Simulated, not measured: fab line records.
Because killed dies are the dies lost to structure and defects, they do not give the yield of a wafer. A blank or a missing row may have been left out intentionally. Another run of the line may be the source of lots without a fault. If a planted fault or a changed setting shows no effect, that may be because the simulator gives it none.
Matching of chambers || flow nand_harc || NHARC_A_CONTACT_DESCUM_74 on rie_diel-10: 4 sister chambers
The step chemistry O2, time 3 s. 18 wafers are shown with their chamber, then 9 later ones without.

## WAFERS PAIRED WITH THEIR CHAMBERS
{"wafer": "L678.1", "chamber": 3, "showerhead_plenum_p_Torr (Torr)": 1.81, "oes_product_au (a.u.)": 0.990, "rf_vpp_V (V)": 57.3}
{"wafer": "L678.4", "chamber": 0, "showerhead_plenum_p_Torr (Torr)": 2.02, "oes_product_au (a.u.)": 1.012, "rf_vpp_V (V)": 58.5}
{"wafer": "L678.6", "chamber": 3, "showerhead_plenum_p_Torr (Torr)": 1.81, "oes_product_au (a.u.)": 0.988, "rf_vpp_V (V)": 58.0}
{"wafer": "L681.2", "chamber": 3, "showerhead_plenum_p_Torr (Torr)": 1.81, "oes_product_au (a.u.)": 0.991, "rf_vpp_V (V)": 56.2}
{"wafer": "L681.3", "chamber": 0, "showerhead_plenum_p_Torr (Torr)": 2.02, "oes_product_au (a.u.)": 1.005, "rf_vpp_V (V)": 56.3}
{"wafer": "L681.4", "chamber": 2, "showerhead_plenum_p_Torr (Torr)": 1.80, "oes_product_au (a.u.)": 0.995, "rf_vpp_V (V)": 57.4}
{"wafer": "L684.1", "chamber": 0, "showerhead_plenum_p_Torr (Torr)": 2.02, "oes_product_au (a.u.)": 1.020, "rf_vpp_V (V)": 57.7}
{"wafer": "L684.2", "chamber": 1, "showerhead_plenum_p_Torr (Torr)": 1.96, "oes_product_au (a.u.)": 0.985, "rf_vpp_V (V)": 57.8}
{"wafer": "L684.5", "chamber": 1, "showerhead_plenum_p_Torr (Torr)": 1.96, "oes_product_au (a.u.)": 0.992, "rf_vpp_V (V)": 58.4}
{"wafer": "L687.3", "chamber": 0, "showerhead_plenum_p_Torr (Torr)": 2.02, "oes_product_au (a.u.)": 1.017, "rf_vpp_V (V)": 58.7}
{"wafer": "L687.5", "chamber": 1, "showerhead_plenum_p_Torr (Torr)": 1.96, "oes_product_au (a.u.)": 1.009, "rf_vpp_V (V)": 57.5}
{"wafer": "L687.6", "chamber": 2, "showerhead_plenum_p_Torr (Torr)": 1.79, "oes_product_au (a.u.)": 1.003, "rf_vpp_V (V)": 57.5}
{"wafer": "L686.4", "chamber": 2, "showerhead_plenum_p_Torr (Torr)": 1.79, "oes_product_au (a.u.)": 0.996, "rf_vpp_V (V)": 56.7}
{"wafer": "L686.5", "chamber": 1, "showerhead_plenum_p_Torr (Torr)": 1.96, "oes_product_au (a.u.)": 1.000, "rf_vpp_V (V)": 57.7}
{"wafer": "L686.6", "chamber": 0, "showerhead_plenum_p_Torr (Torr)": 2.02, "oes_product_au (a.u.)": 0.996, "rf_vpp_V (V)": 59.3}
{"wafer": "L691.3", "chamber": 1, "showerhead_plenum_p_Torr (Torr)": 1.95, "oes_product_au (a.u.)": 1.001, "rf_vpp_V (V)": 59.3}
{"wafer": "L691.5", "chamber": 3, "showerhead_plenum_p_Torr (Torr)": 1.80, "oes_product_au (a.u.)": 0.979, "rf_vpp_V (V)": 57.0}
{"wafer": "L691.6", "chamber": 0, "showerhead_plenum_p_Torr (Torr)": 2.01, "oes_product_au (a.u.)": 1.003, "rf_vpp_V (V)": 58.1}

SIGNATURES, as means of the wafers listed above
{"reading": "showerhead_plenum_p_Torr", "chamber 0": 2.0183, "chamber 1": 1.9580, "chamber 2": 1.7933, "chamber 3": 1.8075, "scatter within a chamber": 0.00467}
{"reading": "oes_product_au", "chamber 0": 1.00883, "chamber 1": 0.99740, "chamber 2": 0.99800, "chamber 3": 0.98700, "scatter within a chamber": 0.00793}
{"reading": "rf_vpp_V", "chamber 0": 58.100, "chamber 1": 58.140, "chamber 2": 57.200, "chamber 3": 57.125, "scatter within a chamber": 0.825}
Rule: a wafer lies at a distance from a chamber equal to the root of the sum of squares, over the readings, of (its reading less the chamber's mean, divided by the reading's scatter). The wafer belongs to the nearest chamber; if the next one is less than 2 further off, it can't be placed. How the scatter is found: for the shown wafers, subtract from each reading the mean of its chamber, square and add these, divide the total by (wafers less chambers), then take the root.

## WAFERS MISSING THEIR CHAMBER
{"wafer": "L693.3", "showerhead_plenum_p_Torr (Torr)": 1.79, "oes_product_au (a.u.)": 0.992, "rf_vpp_V (V)": 57.6}
{"wafer": "L693.4", "showerhead_plenum_p_Torr (Torr)": 1.80, "oes_product_au (a.u.)": 0.990, "rf_vpp_V (V)": 58.7}
{"wafer": "L693.6", "showerhead_plenum_p_Torr (Torr)": 1.80, "oes_product_au (a.u.)": 0.984, "rf_vpp_V (V)": 57.1}
{"wafer": "L694.1", "showerhead_plenum_p_Torr (Torr)": 1.79, "oes_product_au (a.u.)": 0.975, "rf_vpp_V (V)": 57.8}
{"wafer": "L694.2", "showerhead_plenum_p_Torr (Torr)": 1.95, "oes_product_au (a.u.)": 1.000, "rf_vpp_V (V)": 57.1}
{"wafer": "L694.3", "showerhead_plenum_p_Torr (Torr)": 1.80, "oes_product_au (a.u.)": 0.990, "rf_vpp_V (V)": 56.9}
{"wafer": "L697.3", "showerhead_plenum_p_Torr (Torr)": 1.79, "oes_product_au (a.u.)": 0.977, "rf_vpp_V (V)": 57.0}
{"wafer": "L697.4", "showerhead_plenum_p_Torr (Torr)": 1.95, "oes_product_au (a.u.)": 1.000, "rf_vpp_V (V)": 57.5}
{"wafer": "L697.5", "showerhead_plenum_p_Torr (Torr)": 1.79, "oes_product_au (a.u.)": 0.986, "rf_vpp_V (V)": 56.4}

## THE CHAMBER EACH PASSED THROUGH
{"wafer": "L693.3", "from the rows above": 2, "in truth": 2}
{"wafer": "L693.4", "from the rows above": "can't be placed: 2 or 3", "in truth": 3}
{"wafer": "L693.6", "from the rows above": "can't be placed: 3 or 2", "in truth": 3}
{"wafer": "L694.1", "from the rows above": "can't be placed: 2 or 3", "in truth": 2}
{"wafer": "L694.2", "from the rows above": 1, "in truth": 1}
{"wafer": "L694.3", "from the rows above": "can't be placed: 3 or 2", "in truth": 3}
{"wafer": "L697.3", "from the rows above": "can't be placed: 2 or 3", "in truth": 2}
{"wafer": "L697.4", "from the rows above": 1, "in truth": 1}
{"wafer": "L697.5", "from the rows above": "can't be placed: 2 or 3", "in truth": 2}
Correctly placed: 3 of 9. Unplaceable from these rows: 6, with the true chamber sitting among the candidates in 6. Number placed wrongly: 0.
